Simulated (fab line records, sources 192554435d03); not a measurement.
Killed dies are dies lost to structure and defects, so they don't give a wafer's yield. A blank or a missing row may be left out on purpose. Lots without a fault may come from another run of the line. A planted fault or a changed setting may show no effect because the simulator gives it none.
fab line records | flow n5_finfet
record lots=24 wafers=72 last_day=19
route steps=1938 shown BEOL_M5@1160 BEOL_M6@1215
lots that met no fault: from a run of the same line without faults
start_h: hours from the record's first day to the start of the lot's first wafer shown | wait_h: hours since the lot's step before | " the same as in the row above | L1.1+2: a row that stands for several wafers | - no value, or no start given | * or withheld: withheld | < > ~ a bound
route shown NAME@n: a module of which the file shows steps, and the number in the route of the first | usual: mean/standard deviation of fault-free wafers | same: alike in all rows | chamber/n: place in a boat | sites: the reading at each site | _std_site: their standard deviation | _edge_site: outer sites' mean less inner sites' | radius_mm: how far each site lies from the wafer's centre | mask NAME#n: copy n | behind: the tool/chamber that last shaped the wafer | hold: why the lot was held/for how many hours/how that ended | device: the transistor (n, p or np) that didn't switch | end of line: the same wafers' tests at the end of the route | a step without rows: its recipe alone | killed: dies lost to structure and defects at the first sort, not the wafer's yield | map: a wafer's dies, x killed, . not, _ none there
set.NAME: the setting as run; set.NAME@STEP: as run at that earlier step | model.NAME: the simulator's own value behind a step, which no gauge read
steps of the route over a sample of lots; a table a step, a row a wafer
services: from which hour (start_h, from the record's first day; less than 0 if before it) a tool's chamber was out of use, for how many hours, and why
## steps
# step N5_BEOL_M5_TRENCH_ETCH_37
# recipe chemistry=C4F6/O2 target_depth_a=716.52 target=SiCOH_lowk time_s=24.7 ion_energy_ev=250 pressure_mtorr=30 source_w=345 bias_w=185 Ar_flow_sccm=300 C4F6_flow_sccm=10 O2_flow_sccm=10
# usual drypump_motor_current_A=5.8/0.39 oes_product_au=0.80/0.095 rf_vpp_V=670/11 showerhead_plenum_p_Torr=2.87/0.082 throttle_valve_pct=20.94/0.17
# columns lot.wafer tool chamber start_h wait_h drypump_motor_current_A oes_product_au rf_hours_counter_h rf_vpp_V showerhead_plenum_p_Torr throttle_valve_pct
L076.2 rie_diel-05 0 - - 6.1 0.68 221 668 2.93 21.07
L076.3 " 1 " " 6.0 0.76 141 686 2.83 20.87
L076.6 " 2 " " 5.0 0.74 - 666 2.74 20.88
L074.1 rie_diel-01 2 - - 5.9 0.98 10 669 3.01 20.70
L074.3 " 0 " " 6.3 0.85 65 685 2.89 21.19
L074.5 " 0 " " 6.3 0.84 - 685 2.89 21.20
L075.1 rie_diel-02 0 - - 5.5 0.73 175 670 2.93 21.29
L075.4 " 0 " " 5.5 0.73 - 671 2.93 21.29
L075.6 " 2 " " 6.2 0.68 - 669 2.80 20.77
L077.2 rie_diel-05 3 - - 5.8 0.68 245 674 2.90 21.11
L077.3 " 1 " " 6.0 0.76 144 684 2.83 20.87
L077.4 " 2 " " 5.0 0.74 182 666 2.74 20.89
L078.1 rie_diel-01 2 - - 5.9 0.96 18 669 3.00 20.70
L078.3 " 3 " " 5.9 0.84 75 674 2.88 21.01
L078.6 " 3 " " 5.9 0.84 - 675 2.88 21.01
L080.1 rie_diel-02 2 - - 6.2 0.67 230 667 2.80 20.75
L080.3 " 3 " " 6.3 0.87 46 654 2.99 20.76
L080.4 " 1 " " 5.7 0.89 22 675 2.93 20.82
L081.1 rie_diel-02 0 - - 5.5 0.72 183 671 2.93 21.29
L081.4 " 3 " " 6.3 0.87 46 653 2.99 20.76
L081.6 " 0 " " 5.5 0.72 - 673 2.93 21.31
L079.2 rie_diel-05 1 - - 6.0 0.74 154 685 2.83 20.86
L079.3 " 0 " " 6.1 0.67 229 666 2.93 21.09
L079.5 " 2 " " 5.0 0.72 - 666 2.74 20.90
L082.1 rie_diel-01 1 - - 5.8 0.93 8 639 2.93 21.00
L082.3 " 3 " " 5.8 0.84 77 675 2.88 21.01
L082.6 " 0 " " 6.4 0.83 - 683 2.89 21.20
L083.1 rie_diel-02 2 - - 6.2 0.66 238 668 2.80 20.79
L083.2 " 3 " " 6.3 0.86 54 652 2.99 20.77
L083.3 " 0 " " 5.4 0.73 189 671 2.92 21.31
L084.3 rie_diel-02 1 - - 5.7 0.89 31 674 2.92 20.85
L084.4 " 3 " " 6.2 0.87 55 653 2.99 20.78
L084.6 " 1 " " 5.7 0.88 - 674 2.92 20.85
L087.1 rie_diel-02 1 - - 5.7 0.87 32 673 2.92 20.87
L087.4 " 3 " " 6.3 0.86 56 653 2.99 20.78
L087.5 " 3 " " 6.3 0.86 - 653 2.99 20.78
L086.1 rie_diel-05 3 - - 5.8 0.96 5 675 2.90 20.79
L086.4 " 1 " " 6.0 0.74 166 685 2.82 20.90
L086.5 " 2 " " 5.0 0.72 - 665 2.73 20.94
L085.3 rie_diel-05 1 - - 6.0 0.73 167 685 2.82 20.92
L085.5 " 2 " " 5.0 0.73 - 666 2.73 20.93
L085.6 " 1 " " 6.0 0.74 - 686 2.82 20.91
L089.2 rie_diel-05 2 - - 5.0 0.71 212 667 2.73 20.93
L089.3 " 3 " " 5.8 0.92 13 674 2.90 20.79
L089.5 " 3 " " 5.7 0.93 - 676 2.90 20.79
L088.3 rie_diel-02 0 - - 5.5 0.72 201 671 2.92 21.32
L088.5 " 3 " " 6.3 0.85 - 651 2.98 20.78
L088.6 " 0 " " 5.5 0.72 - 670 2.92 21.33
L091.1 rie_diel-01 3 - - 5.8 0.82 96 674 2.87 21.04
L091.4 " 1 " " 5.8 0.87 - 638 2.92 21.04
L091.6 " 3 " " 5.8 0.82 - 673 2.87 21.04
L090.1 rie_diel-05 1 - - 6.0 0.72 176 686 2.82 20.92
L090.3 " 3 " " 5.8 0.91 15 675 2.89 20.79
L090.6 " 3 " " 5.8 0.91 - 676 2.89 20.79
L092.2 rie_diel-01 0 - - 6.3 0.80 97 684 2.88 21.24
L092.3 " 2 " " 5.8 0.90 44 670 2.99 20.74
L092.6 " 0 " " 6.3 0.80 - 684 2.88 21.25
L094.3 rie_diel-05 2 - - 5.0 0.70 218 665 2.72 20.95
L094.5 " 1 " " 6.0 0.73 - 685 2.82 20.94
L094.6 " 2 " " 5.0 0.71 - 668 2.72 20.93
L093.1 rie_diel-05 1 - - 6.0 0.73 182 685 2.82 20.93
L093.3 " 2 " " 5.1 0.71 220 666 2.72 20.95
L093.5 " 2 " " 5.0 0.71 - 667 2.72 20.94
L095.2 rie_diel-05 0 - - 6.1 0.98 3 667 2.92 20.80
L095.4 " 3 " " 5.8 0.90 26 674 2.89 20.81
L095.5 " 1 " " 6.0 0.72 - 685 2.81 20.93
L096.3 rie_diel-05 0 - - 6.1 0.98 4 667 2.92 20.79
L096.4 " 2 " " 5.0 0.72 226 665 2.72 20.94
L096.5 " 2 " " 5.0 0.71 - 665 2.72 20.94
L097.1 rie_diel-01 1 - - 5.8 0.86 38 638 2.92 21.05
L097.3 " 0 " " 6.3 0.79 104 683 2.87 21.23
L097.4 " 3 " " 5.8 0.80 106 672 2.87 21.05
# step N5_BEOL_M5_CURE_80
# recipe temp_c=370 time_s=120 ambient=DMADMS/He material=SiCOH_lowk
# usual lamp_power_pct=52.32/0.05 wafer_temp_C_max=371.8/0.59
# columns lot.wafer tool chamber start_h wait_h lamp_power_pct wafer_temp_C_max
L076.2 uv_cure-01 2 206.86 0.1 52.36 371.1
L076.3 " 2 " " 52.30 371.2
L076.6 " 2 " " 52.30 371.4
L074.1 uv_cure-03 2 213.30 0.0 52.25 371.7
L074.3 " 2 " " 52.33 373.1
L074.5 " 2 " " 52.36 372.2
L075.1 uv_cure-02 0 215.55 0.0 52.31 372.1
L075.4 " 0 " " 52.35 371.8
L075.6 " 0 " " 52.35 372.2
L077.2 uv_cure-02 1 216.10 0.1 52.35 371.8
L077.3 " 1 " " 52.35 372.3
L077.4 " 1 " " 52.29 371.5
L078.1 uv_cure-01 2 238.96 0.2 52.34 370.9
L078.3 " 2 " " 52.20 371.1
L078.6 " 2 " " 52.42 371.3
L080.1 uv_cure-03 2 240.18 0.0 52.26 371.9
L080.3 " 2 " " 52.22 372.9
L080.4 " 2 " " 52.40 372.1
L081.1 uv_cure-01 1 241.10 0.3 52.35 372.0
L081.4 " 1 " " 52.37 371.7
L081.6 " 1 " " 52.32 371.8
L079.2 uv_cure-01 1 241.45 0.2 52.35 371.8
L079.3 " 1 " " 52.38 372.9
L079.5 " 1 " " 52.31 371.6
L082.1 uv_cure-02 1 248.46 0.0 52.38 372.8
L082.3 " 1 " " 52.32 371.9
L082.6 " 1 " " 52.35 372.3
L083.1 uv_cure-03 0 267.08 0.0 52.33 371.1
L083.2 " 0 " " 52.41 371.2
L083.3 " 0 " " 52.30 370.9
L084.3 uv_cure-03 0 270.65 0.1 52.27 370.7
L084.4 " 0 " " 52.32 371.3
L084.6 " 0 " " 52.28 370.9
L087.1 uv_cure-03 1 276.11 0.0 52.25 371.6
L087.4 " 1 " " 52.30 372.1
L087.5 " 1 " " 52.25 371.8
L086.1 uv_cure-01 1 276.31 0.0 52.23 372.1
L086.4 " 1 " " 52.32 372.1
L086.5 " 1 " " 52.36 372.2
L085.3 uv_cure-01 2 279.67 0.3 52.34 371.1
L085.5 " 2 " " 52.34 370.9
L085.6 " 2 " " 52.38 371.2
L089.2 uv_cure-01 2 306.14 0.6 52.25 371.1
L089.3 " 2 " " 52.31 371.3
L089.5 " 2 " " 52.38 371.1
L088.3 uv_cure-02 0 312.01 0.1 52.37 372.1
L088.5 " 0 " " 52.39 372.1
L088.6 " 0 " " 52.30 372.1
L091.1 uv_cure-01 1 312.52 0.2 52.29 372.3
L091.4 " 1 " " 52.34 372.6
L091.6 " 1 " " 52.42 372.4
L090.1 uv_cure-02 0 313.11 0.6 52.27 372.4
L090.3 " 0 " " 52.36 372.2
L090.6 " 0 " " 52.26 371.9
L092.2 uv_cure-03 1 317.50 0.1 52.30 371.4
L092.3 " 1 " " 52.23 371.6
L092.6 " 1 " " 52.30 371.3
L094.3 uv_cure-02 1 321.98 0.1 52.28 372.0
L094.5 " 1 " " 52.29 372.0
L094.6 " 1 " " 52.33 371.9
L093.1 uv_cure-02 1 326.48 0.0 52.22 372.2
L093.3 " 1 " " 52.32 372.1
L093.5 " 1 " " 52.37 372.1
L095.2 uv_cure-02 1 340.66 0.1 52.34 371.7
L095.4 " 1 " " 52.31 371.6
L095.5 " 1 " " 52.37 371.8
L096.3 uv_cure-01 1 342.75 0.1 52.34 372.0
L096.4 " 1 " " 52.33 371.8
L096.5 " 1 " " 52.38 371.7
L097.1 uv_cure-01 2 345.97 0.0 52.29 371.4
L097.3 " 2 " " 52.30 371.2
L097.4 " 2 " " 52.39 371.0
# step N5_BEOL_M5_DEP_56
# recipe material=SiCN target_thk_a=80 temp_c=withheld precursor=3MS/NH3 pressure_torr=3 rf_w=202 time_s=14
# usual showerhead_plenum_p_Torr=3.664/0.016 throttle_valve_pct=8.9/0.39
# columns lot.wafer tool chamber start_h wait_h showerhead_plenum_p_Torr throttle_valve_pct
L076.2 pecvd-04 0 213.22 0.0 3.663 8.7
L076.3 " 2 " " 3.678 8.4
L076.6 " 2 " " 3.689 8.8
L074.1 pecvd-02 0 219.90 0.0 3.638 8.6
L074.3 " 0 " " 3.638 8.4
L074.5 " 1 " " 3.671 9.5
L075.1 pecvd-01 1 222.22 0.0 3.680 8.8
L075.4 " 1 " " 3.680 8.9
L075.6 " 2 " " 3.654 8.8
L077.2 pecvd-01 1 224.33 0.0 3.690 9.3
L077.3 " 2 " " 3.654 8.6
L077.4 " 1 " " 3.681 9.3
L078.1 pecvd-02 0 245.98 0.0 3.635 8.4
L078.3 " 2 " " 3.652 8.9
L078.6 " 0 " " 3.638 8.5
L080.1 pecvd-01 2 246.79 0.0 3.655 8.5
L080.3 " 1 " " 3.686 9.3
L080.4 " 0 " " 3.682 8.6
L081.1 pecvd-02 1 248.98 0.0 3.673 9.2
L081.4 " 0 " " 3.641 8.8
L081.6 " 1 " " 3.666 9.5
L079.2 pecvd-01 0 250.81 0.0 3.687 8.6
L079.3 " 2 " " 3.667 8.6
L079.5 " 2 " " 3.652 8.5
L082.1 pecvd-02 1 256.58 0.0 3.675 9.1
L082.3 " 2 " " 3.646 9.0
L082.6 " 1 " " 3.669 9.4
L083.1 pecvd-02 2 273.69 0.0 3.646 9.0
L083.2 " 0 " " 3.637 8.7
L083.3 " 1 " " 3.661 9.0
L084.3 pecvd-04 2 276.90 0.0 3.687 8.7
L084.4 " 1 " " 3.652 9.8
L084.6 " 2 " " 3.679 8.5
L087.1 pecvd-02 0 283.90 0.0 3.646 8.5
L087.4 " 0 " " 3.649 8.7
L087.5 " 2 " " 3.645 8.8
L086.1 pecvd-04 0 284.72 0.0 3.667 8.7
L086.4 " 0 " " 3.662 8.4
L086.5 " 2 " " 3.676 8.4
L085.3 pecvd-04 0 287.19 0.0 3.659 8.7
L085.5 " 0 " " 3.663 8.5
L085.6 " 2 " " 3.695 8.5
L089.2 pecvd-02 1 314.09 0.0 3.669 9.2
L089.3 " 0 " " 3.635 8.6
L089.5 " 1 " " 3.667 9.2
L088.3 pecvd-02 2 318.27 0.0 3.650 8.8
L088.5 " 2 " " 3.639 9.1
L088.6 " 0 " " 3.644 8.6
L091.1 pecvd-01 0 319.48 0.0 3.676 8.9
L091.4 " 1 " " 3.683 8.9
L091.6 " 2 " " 3.657 8.7
L090.1 pecvd-01 0 320.80 0.0 3.679 8.6
L090.3 " 1 " " 3.682 9.1
L090.6 " 2 " " 3.652 8.7
L092.2 pecvd-01 0 324.68 0.0 3.686 8.7
L092.3 " 2 " " 3.669 8.8
L092.6 " 0 " " 3.682 8.9
L094.3 pecvd-01 2 328.71 0.0 3.663 8.4
L094.5 " 1 " " 3.683 9.4
L094.6 " 0 " " 3.690 8.7
L093.1 pecvd-04 0 333.44 0.0 3.662 8.7
L093.3 " 2 " " 3.682 8.6
L093.5 " 2 " " 3.675 8.8
L095.2 pecvd-04 1 347.02 0.0 3.648 9.5
L095.4 " 1 " " 3.661 9.7
L095.5 " 2 " " 3.678 8.7
L096.3 pecvd-04 0 349.53 0.0 3.665 8.6
L096.4 " 0 " " 3.668 8.8
L096.5 " 1 " " 3.653 9.6
L097.1 pecvd-01 1 353.01 0.0 3.678 9.1
L097.3 " 0 " " 3.683 8.2
L097.4 " 2 " " 3.668 8.9
# step N5_BEOL_M6_HM_OPEN_17
# recipe chemistry=Cl2/BCl3 target_depth_a=200 overetch_a=60 target=TiN mask_material=SOC ion_energy_ev=150 pressure_mtorr=10 icp_w=1000 bias_w=126 Cl2_flow_sccm=53.25 bcl3_flow_sccm=21.75 Ar_flow_sccm=25
# usual drypump_motor_current_A=5.7/0.5 mfc_cl2_sccm=53.24/0.17 oes_product_au=0.66/0.087 throttle_valve_pct=22.09/0.23
# columns lot.wafer tool chamber start_h wait_h drypump_motor_current_A mfc_cl2_sccm oes_product_au rf_hours_counter_h throttle_valve_pct
L076.2 rie_metal-01 0 215.26 0.0 6.7 53.31 0.66 47 22.43
L076.3 " 1 " " 5.1 53.44 0.54 - 22.22
L076.6 " 0 " " 6.7 52.94 0.66 - 22.45
L074.1 rie_metal-02 0 224.60 0.0 5.7 53.27 0.73 18 21.83
L074.3 " 1 " " 5.9 53.09 0.56 - 22.28
L074.5 " 1 " " 5.9 53.22 0.56 - 22.28
L075.1 rie_metal-03 1 224.64 0.0 5.1 53.16 0.65 50 21.99
L075.4 " 0 " " 5.3 53.31 0.53 - 22.34
L075.6 " 1 " " 5.1 53.27 0.65 - 21.95
L077.2 rie_metal-03 0 228.12 0.0 5.3 53.47 0.53 130 22.33
L077.3 " 1 " " 5.1 53.09 0.65 - 21.97
L077.4 " 0 " " 5.3 53.27 0.53 - 22.36
L078.1 rie_metal-02 0 248.34 0.0 5.6 53.34 0.72 20 21.82
L078.3 " 1 " " 5.9 53.06 0.56 - 22.30
L078.6 " 1 " " 5.9 53.21 0.55 - 22.30
L080.1 rie_metal-02 1 248.99 0.0 5.9 53.24 0.57 107 22.28
L080.3 " 1 " " 5.9 53.44 0.56 - 22.29
L080.4 " 0 " " 5.7 53.08 0.72 - 21.83
L081.1 rie_metal-02 0 252.26 0.0 5.7 53.41 0.72 21 21.82
L081.4 " 0 " " 5.7 53.39 0.72 - 21.83
L081.6 " 0 " " 5.7 53.41 0.72 - 21.83
L079.2 rie_metal-02 0 252.58 0.0 5.7 53.30 0.72 21 21.82
L079.3 " 0 " " 5.7 52.98 0.71 - 21.82
L079.5 " 0 " " 5.7 53.31 0.73 - 21.84
L082.1 rie_metal-01 1 258.81 0.0 5.1 53.15 0.54 114 22.23
L082.3 " 0 " " 6.7 53.43 0.65 - 22.43
L082.6 " 0 " " 6.7 53.44 0.66 - 22.45
L083.1 rie_metal-03 0 276.65 0.0 5.2 53.07 0.81 2 22.18
L083.2 " 1 " " 5.1 53.21 0.64 58 21.97
L083.3 " 1 " " 5.1 53.30 0.63 - 22.00
L084.3 rie_metal-01 0 279.52 0.1 6.7 53.19 0.66 - 22.44
L084.4 " 1 " " 5.0 53.43 0.53 - 22.24
L084.6 " 1 " " 5.0 53.18 0.54 - 22.24
L087.1 rie_metal-02 1 287.80 0.0 6.0 52.99 0.55 111 22.30
L087.4 " 0 " " 5.7 53.47 0.72 - 21.81
L087.5 " 0 " " 5.7 53.25 0.71 - 21.82
L086.1 rie_metal-03 1 287.92 0.0 5.1 53.15 0.63 60 21.99
L086.4 " 0 " " 5.3 53.40 0.80 - 22.17
L086.5 " 1 " " 5.1 53.32 0.63 - 21.98
L085.3 rie_metal-02 1 292.68 0.1 5.9 53.09 0.55 - 22.31
L085.5 " 0 " " 5.7 53.27 0.71 - 21.84
L085.6 " 1 " " 5.9 53.23 0.55 - 22.29
L089.2 rie_metal-02 0 318.25 0.1 5.7 53.27 0.69 - 21.88
L089.3 " 0 " " 5.7 53.26 0.69 - 21.86
L089.5 " 0 " " 5.7 53.33 0.69 - 21.86
L091.1 rie_metal-01 1 322.69 0.0 5.1 53.42 0.80 1 22.01
L091.4 " 1 " " 5.1 53.49 0.80 - 22.01
L091.6 " 1 " " 5.0 53.25 0.80 - 22.01
L088.3 rie_metal-02 0 322.82 0.1 5.7 53.41 0.70 - 21.83
L088.5 " 0 " " 5.7 53.64 0.70 - 21.86
L088.6 " 0 " " 5.7 53.44 0.70 - 21.83
L090.1 rie_metal-01 0 322.83 0.0 6.7 53.11 0.63 58 22.49
L090.3 " 1 " " 5.1 53.14 0.79 - 22.01
L090.6 " 0 " " 6.7 53.08 0.63 - 22.49
L092.2 rie_metal-02 0 327.53 0.1 5.7 53.22 0.71 - 21.85
L092.3 " 0 " " 5.6 53.28 0.70 - 21.83
L092.6 " 0 " " 5.7 53.28 0.71 - 21.83
L094.3 rie_metal-02 0 330.72 0.1 5.7 53.08 0.70 - 21.87
L094.5 " 0 " " 5.7 53.13 0.69 - 21.85
L094.6 " 0 " " 5.7 52.97 0.70 - 21.85
L093.1 rie_metal-02 1 336.18 0.0 5.9 53.64 0.87 0 22.14
L093.3 " 1 " " 5.9 53.52 0.86 - 22.16
L093.5 " 1 " " 5.9 53.44 0.86 - 22.17
L095.2 rie_metal-03 0 351.82 0.0 5.3 53.02 0.77 11 22.20
L095.4 " 0 " " 5.3 52.91 0.75 - 22.20
L095.5 " 1 " " 5.1 53.17 0.62 - 22.00
L096.3 rie_metal-01 1 352.60 0.1 5.1 53.38 0.78 - 22.00
L096.4 " 0 " " 6.7 53.18 0.62 - 22.49
L096.5 " 0 " " 6.7 53.43 0.63 - 22.47
L097.1 rie_metal-03 0 356.22 0.0 5.3 53.37 0.76 11 22.18
L097.3 " 0 " " 5.3 53.40 0.76 - 22.19
L097.4 " 1 " " 5.1 53.43 0.62 - 22.00
# step N5_BEOL_M6_STRIP_19
# recipe chemistry=O2 power_w=400 temp_c=40 pressure_mtorr=30 rf_frequency_hz=6e+07 bias_power_w=0 overash_fraction=0.2 o2_flow_sccm=225
# usual drypump_motor_current_A=5.6/0.52 oes_product_au=0.80/0.079 rf_vpp_V=3.7/0.61 showerhead_plenum_p_Torr=2.10/0.076 temp_c=40.00/0.11 throttle_valve_pct=16.66/0.18
# columns lot.wafer tool chamber start_h wait_h drypump_motor_current_A oes_product_au rf_hours_counter_h rf_vpp_V showerhead_plenum_p_Torr temp_c throttle_valve_pct
L076.2 rie_diel-04 0 215.37 0.1 5.0 0.82 105 3.9 2.04 40.17 16.76
L076.3 " 3 " " 5.8 0.69 199 3.5 2.08 39.91 16.59
L076.6 " 1 " " 5.7 0.72 - 4.8 2.00 40.06 16.43
L074.1 rie_diel-04 0 224.73 0.1 4.9 0.82 106 3.8 2.04 40.09 16.76
L074.3 " 3 " " 5.8 0.69 201 3.5 2.08 39.94 16.61
L074.5 " 2 " " 6.8 0.66 - 4.2 2.05 40.00 17.07
L075.1 rie_diel-04 0 224.77 0.1 4.9 0.81 107 3.3 2.04 39.78 16.75
L075.4 " 2 " " 6.8 0.67 230 3.7 2.05 39.91 17.06
L075.6 " 3 " " 5.8 0.70 - 4.4 2.08 40.08 16.60
L077.2 rie_diel-03 0 228.24 0.1 5.2 0.75 125 2.5 2.18 40.27 16.66
L077.3 " 1 " " 6.3 0.78 116 3.1 2.09 39.98 16.29
L077.4 " 2 " " 5.6 0.81 89 3.7 2.04 39.87 16.83
L078.1 rie_diel-04 0 248.45 0.1 5.0 0.79 114 3.4 2.03 40.09 16.74
L078.3 " 3 " " 5.8 0.68 210 5.0 2.08 39.94 16.63
L078.6 " 2 " " 6.8 0.66 - 4.2 2.05 40.11 17.07
L080.1 rie_diel-06 1 249.11 0.1 5.9 0.86 61 2.7 2.21 40.04 16.48
L080.3 " 0 " " 5.3 0.87 43 3.2 2.13 39.90 16.54
L080.4 " 2 " " 5.4 0.94 5 2.3 2.16 39.92 16.54
L081.1 rie_diel-04 1 252.43 0.1 5.7 0.73 199 3.6 1.99 40.23 16.45
L081.4 " 0 " " 4.9 0.79 116 3.6 2.03 40.08 16.79
L081.6 " 1 " " 5.7 0.72 - 4.1 1.99 39.92 16.45
L079.2 rie_diel-06 3 252.70 0.1 5.0 0.88 51 3.6 2.22 39.96 16.78
L079.3 " 1 " " 5.9 0.85 62 3.9 2.21 40.18 16.47
L079.5 " 3 " " 5.0 0.89 - 4.6 2.22 39.92 16.81
L082.1 rie_diel-06 1 258.92 0.1 5.9 0.85 64 3.8 2.21 40.16 16.49
L082.3 " 2 " " 5.3 0.93 9 3.8 2.16 39.86 16.55
L082.6 " 0 " " 5.3 0.85 - 3.6 2.13 40.11 16.55
L083.1 rie_diel-03 1 276.77 0.1 6.3 0.77 131 3.7 2.08 39.90 16.33
L083.2 " 2 " " 5.6 0.80 107 3.1 2.03 40.04 16.89
L083.3 " 3 " " 5.7 0.77 128 3.5 2.01 39.82 16.51
L084.3 rie_diel-06 3 279.63 0.1 4.9 0.88 61 3.4 2.21 39.99 16.83
L084.4 " 1 " " 5.9 0.85 72 3.8 2.20 39.99 16.52
L084.6 " 2 " " 5.3 0.90 - 2.9 2.15 39.92 16.59
L087.1 rie_diel-04 3 287.91 0.1 5.8 0.68 226 3.4 2.07 39.97 16.64
L087.4 " 3 " " 5.8 0.67 - 4.5 2.07 39.98 16.65
L087.5 " 1 " " 5.7 0.71 - 3.0 1.99 40.07 16.45
L086.1 rie_diel-06 3 288.14 0.2 5.0 0.87 64 4.0 2.21 39.91 16.83
L086.4 " 0 " " 5.3 0.85 55 2.8 2.12 40.00 16.58
L086.5 " 3 " " 5.0 0.88 - 3.0 2.21 39.98 16.83
L085.3 rie_diel-03 2 292.79 0.1 5.6 0.80 112 3.5 2.03 39.94 16.87
L085.5 " 3 " " 5.7 0.77 - 3.9 2.01 39.92 16.52
L085.6 " 2 " " 5.6 0.80 - 2.8 2.03 40.20 16.88
L089.2 rie_diel-06 1 318.42 0.1 5.9 0.83 83 4.6 2.20 40.11 16.54
L089.3 " 3 " " 4.9 0.85 72 3.2 2.21 40.10 16.85
L089.5 " 2 " " 5.4 0.89 - 3.7 2.15 39.82 16.59
L091.1 rie_diel-04 2 322.81 0.1 6.8 0.95 3 4.1 2.04 39.94 16.60
L091.4 " 1 " " 5.7 0.70 228 3.7 1.98 40.01 16.48
L091.6 " 3 " " 5.8 0.66 - 3.7 2.07 39.99 16.69
L090.1 rie_diel-03 3 322.95 0.1 5.7 0.76 144 3.6 2.00 40.09 16.54
L090.3 " 2 " " 5.6 0.79 - 3.3 2.03 40.10 16.92
L090.6 " 3 " " 5.7 0.76 - 4.6 2.00 40.06 16.53
L088.3 rie_diel-06 1 322.97 0.1 5.9 0.82 85 2.8 2.20 40.00 16.53
L088.5 " 0 " " 5.3 0.84 - 4.4 2.12 39.97 16.60
L088.6 " 1 " " 5.9 0.84 - 4.5 2.20 40.13 16.52
L092.2 rie_diel-04 1 327.96 0.4 5.8 0.70 229 2.7 1.98 39.99 16.51
L092.3 " 3 " " 5.8 0.66 244 4.2 2.07 40.15 16.68
L092.6 " 0 " " 4.9 0.76 - 3.8 2.02 39.96 16.84
L094.3 rie_diel-06 2 330.91 0.2 5.3 0.88 32 2.8 2.15 39.74 16.59
L094.5 " 2 " " 5.4 0.88 - 4.2 2.15 39.89 16.61
L094.6 " 3 " " 5.0 0.85 - 3.6 2.21 40.01 16.85
L093.1 rie_diel-04 0 336.29 0.1 5.0 0.76 150 3.4 2.02 40.20 16.83
L093.3 " 1 " " 5.7 0.69 233 4.5 1.98 40.01 16.53
L093.5 " 3 " " 5.8 0.66 - 2.3 2.07 39.92 16.68
L095.2 rie_diel-06 0 351.93 0.1 5.3 0.81 75 4.0 2.11 40.01 16.61
L095.4 " 1 " " 5.9 0.81 96 3.4 2.19 39.93 16.55
L095.5 " 2 " " 5.4 0.86 - 3.4 2.15 39.89 16.62
L096.3 rie_diel-03 1 352.68 0.1 6.3 0.75 156 3.1 2.07 39.85 16.35
L096.4 " 2 " " 5.6 0.77 138 3.0 2.02 40.02 16.92
L096.5 " 2 " " 5.6 0.77 - 3.2 2.02 39.93 16.91
L097.1 rie_diel-06 3 356.34 0.1 4.9 0.85 86 2.9 2.21 39.86 16.88
L097.3 " 0 " " 5.2 0.82 76 4.7 2.11 40.19 16.62
L097.4 " 1 " " 5.9 0.83 97 3.3 2.19 39.81 16.56
# step N5_BEOL_M6_OVL_MEAS_29
# recipe points_per_wafer=522
# usual V5_OVL=0.1/0.84
# columns lot.wafer tool chamber start_h wait_h V5_OVL[nm]
L076.2 overlay-01 0 219.58 0.0 -0.8
L076.3 " 0 " " 0.2
L076.6 " 0 " " -0.2
L074.1 overlay-01 0 226.60 0.0 0.5
L074.3 " 0 " " -0.1
L074.5 " 0 " " 0.1
L075.1 overlay-01 0 226.77 0.0 0.2
L075.4 " 0 " " 2.1
L075.6 " 0 " " 1.4
L077.2 overlay-02 0 230.07 0.0 0.4
L077.3 " 0 " " 0.2
L077.4 " 0 " " 0.0
L078.1 overlay-02 0 250.15 0.0 0.6
L078.3 " 0 " " 1.5
L078.6 " 0 " " -0.5
L080.1 overlay-01 0 250.19 0.0 0.2
L080.3 " 0 " " 0.0
L080.4 " 0 " " -0.5
L081.1 overlay-01 0 254.79 0.0 0.4
L081.4 " 0 " " 2.3
L081.6 " 0 " " 0.4
L079.2 overlay-01 0 254.97 0.0 0.7
L079.3 " 0 " " 0.8
L079.5 " 0 " " 1.9
L082.1 overlay-01 0 259.35 0.0 -0.7
L082.3 " 0 " " 0.8
L082.6 " 0 " " -2.0
L083.1 overlay-02 0 278.34 0.0 -0.7
L083.2 " 0 " " 0.0
L083.3 " 0 " " -0.7
L084.3 overlay-02 0 281.63 0.0 -1.2
L084.4 " 0 " " 0.5
L084.6 " 0 " " -0.4
L086.1 overlay-01 0 291.72 0.0 -0.2
L086.4 " 0 " " 0.3
L086.5 " 0 " " 0.0
L087.1 overlay-01 0 291.92 0.0 0.2
L087.4 " 0 " " 1.3
L087.5 " 0 " " 0.5
L085.3 overlay-01 0 295.01 0.0 0.7
L085.5 " 0 " " 0.3
L085.6 " 0 " " 0.9
L089.2 overlay-02 0 320.99 0.0 0.0
L089.3 " 0 " " 0.1
L089.5 " 0 " " 0.6
L091.1 overlay-01 0 323.33 0.0 -1.6
L091.4 " 0 " " 0.2
L091.6 " 0 " " -0.8
L090.1 overlay-01 0 325.77 0.0 0.3
L090.3 " 0 " " -0.1
L090.6 " 0 " " -0.9
L088.3 overlay-01 0 325.83 0.0 0.2
L088.5 " 0 " " 0.1
L088.6 " 0 " " -0.8
L092.2 overlay-02 0 329.73 0.0 -0.1
L092.3 " 0 " " 0.6
L092.6 " 0 " " 1.0
L094.3 overlay-02 0 331.34 0.0 1.3
L094.5 " 0 " " 0.2
L094.6 " 0 " " 0.2
L093.1 overlay-02 0 336.70 0.0 1.1
L093.3 " 0 " " 2.3
L093.5 " 0 " " 1.3
L095.2 overlay-02 0 353.13 0.0 -0.1
L095.4 " 0 " " 0.0
L095.5 " 0 " " -0.2
L096.3 overlay-02 0 355.20 0.1 -1.0
L096.4 " 0 " " -0.7
L096.5 " 0 " " -0.6
L097.1 overlay-01 0 356.74 0.0 1.3
L097.3 " 0 " " 1.3
L097.4 " 0 " " 1.1
## services
# columns tool chamber start_h hours kind
pecvd-04 0 185.76 4.8 repair
pecvd-01 - 188.11 1.8 repair
pecvd-02 0 192.78 19.7 repair
rie_diel-06 - 202.66 1.0 repair
rie_diel-02 1 203.82 16.6 repair
rie_diel-01 3 205.00 4.9 repair
rie_metal-03 0 205.63 1.3 repair
pecvd-01 0 206.51 20.5 repair
pecvd-04 - 224.36 1.5 repair
rie_diel-05 0 227.75 9.5 repair
rie_metal-01 - 230.37 28.1 pm
rie_diel-01 3 252.29 4.1 repair
uv_cure-01 - 259.51 2.1 pm
rie_diel-02 - 263.90 1.7 repair
rie_metal-03 - 264.87 4.7 repair
uv_cure-03 - 272.28 3.4 pm
uv_cure-02 - 286.38 1.0 pm
uv_cure-03 - 304.09 6.0 pm
pecvd-04 - 305.66 14.0 repair
rie_metal-03 1 308.86 17.4 repair
rie_diel-01 0 309.55 5.6 repair
pecvd-02 1 324.87 29.1 repair
rie_diel-06 0 335.30 4.4 repair
pecvd-01 0 340.13 6.7 repair
## key
fault none
